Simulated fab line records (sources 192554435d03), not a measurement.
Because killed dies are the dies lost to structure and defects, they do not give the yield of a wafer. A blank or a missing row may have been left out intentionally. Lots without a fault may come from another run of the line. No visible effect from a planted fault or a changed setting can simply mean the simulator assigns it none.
Split-lot experiment ; flow n5-finfet ; 21 wafers read from 7 lots, route of 1938 steps

## ON THE SPLIT
At N5_DUMMY_GATE_ETCH_32 (etches SiO2 in CF4, target depth 3.5 nm, time 3.9 s), the setting time-s was moved away from the recipe's 3.9 s on 6 of the 21 wafers read, by -12.5% to +16.1%. All remaining wafers had this setting at the recipe value.

The split's own step is where the reading is taken.

## THE READING
etch.depth-nm (the simulator's own value, which no gauge read), in nm, at N5_DUMMY_GATE_ETCH_32 (etches SiO2 in CF4, target depth 3.5 nm, time 3.9 s). No usual value for it is given in the file. The 15 wafers here that ran the recipe average 3.488 nm, standard deviation 0.13 nm.

wafer;tool, chamber at the split;time-s as run, s;against the recipe;etch.depth-nm, nm;against lot-mates on the recipe
L078.1;rie-si-03, 3;3.9;recipe;3.395;-
L078.5;rie-si-03, 2;3.9;recipe;3.629;-
L078.6;rie-si-03, 1;3.9;recipe;3.247;-
L084.4;rie-si-06, 2;4.429;+13.6%;4;+0.661
L084.5;rie-si-06, 0;3.9;recipe;3.264;-
L084.6;rie-si-06, 1;3.9;recipe;3.414;-
L085.4;rie-si-04, 1;4.352;+11.6%;4.062;+0.471
L085.5;rie-si-04, 3;4.352;+11.6%;3.996;+0.405
L085.6;rie-si-04, 0;3.9;recipe;3.591;-
L087.3;rie-si-03, 2;3.9;recipe;3.614;-
L087.5;rie-si-03, 0;3.9;recipe;3.6;-
L087.6;rie-si-03, 3;3.9;recipe;3.416;-
L089.1;rie-si-04, 0;3.9;recipe;3.581;-
L089.2;rie-si-04, 3;3.9;recipe;3.604;-
L089.4;rie-si-04, 2;3.412;-12.5%;3.037;-0.556
L094.1;rie-si-04, 2;3.9;recipe;3.43;-
L094.4;rie-si-04, 1;3.9;recipe;3.628;-
L094.5;rie-si-04, 3;3.9;recipe;3.562;-
L097.1;rie-si-06, 0;3.9;recipe;3.343;-
L097.2;rie-si-06, 1;4.528;+16.1%;4.018;+0.675
L097.6;rie-si-06, 3;4.528;+16.1%;4.135;+0.792

THE FIT
A straight line over all 21 wafers: etch.depth-nm changes by +0.0388 nm for each +1% of time-s; r = +0.91; the points scatter about the line by 0.12 nm.
The same after taking each lot's own level away (the mean of its wafers on the recipe; 21 wafers): +0.0442 nm for each +1%; r = +0.96; scatter 0.09 nm.
Per that fit: largest time-s move, reading shift of 0.71 nm.
Measured against the standard deviation above, the lots' own levels, which go from 3.3390 to 3.5925 nm, span 1.9 times it.
In other words, the slope is changed by the lot-to-lot level; the two fits disagree.
Check: +0.719 nm against its lot-mates is what the line predicts for one of the wafers moved furthest among these (+16.1%) when that wafer is left out of the fit. Against them it came out at +0.675 nm.

## OTHER SPLITS ON THESE WAFERS
Note: prior to the reading, these wafers also went through further splits. Each is held against what the fit with the lots' levels taken away leaves over:
other split on the same wafers;wafers away from the commonest value;r with etch.depth-nm (lot level and that fit taken away)
N5_WELL_APT_COAT_02 spin-rpm;5;+0.00
N5_PMOS_HMC_CHANNEL_EPI_HM_DEP_34 time-s;9;-0.16
N5_PMOS_HMC_CHANNEL_EPI_PEB_07 peb-time-s;10;-0.07
N5_FIN_CUT_COAT_19 spin-rpm;2;-0.03

## THE FILE'S OWN FIT
etch.depth-nm changes by +0.0447 nm for each +1% of time-s, r = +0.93.
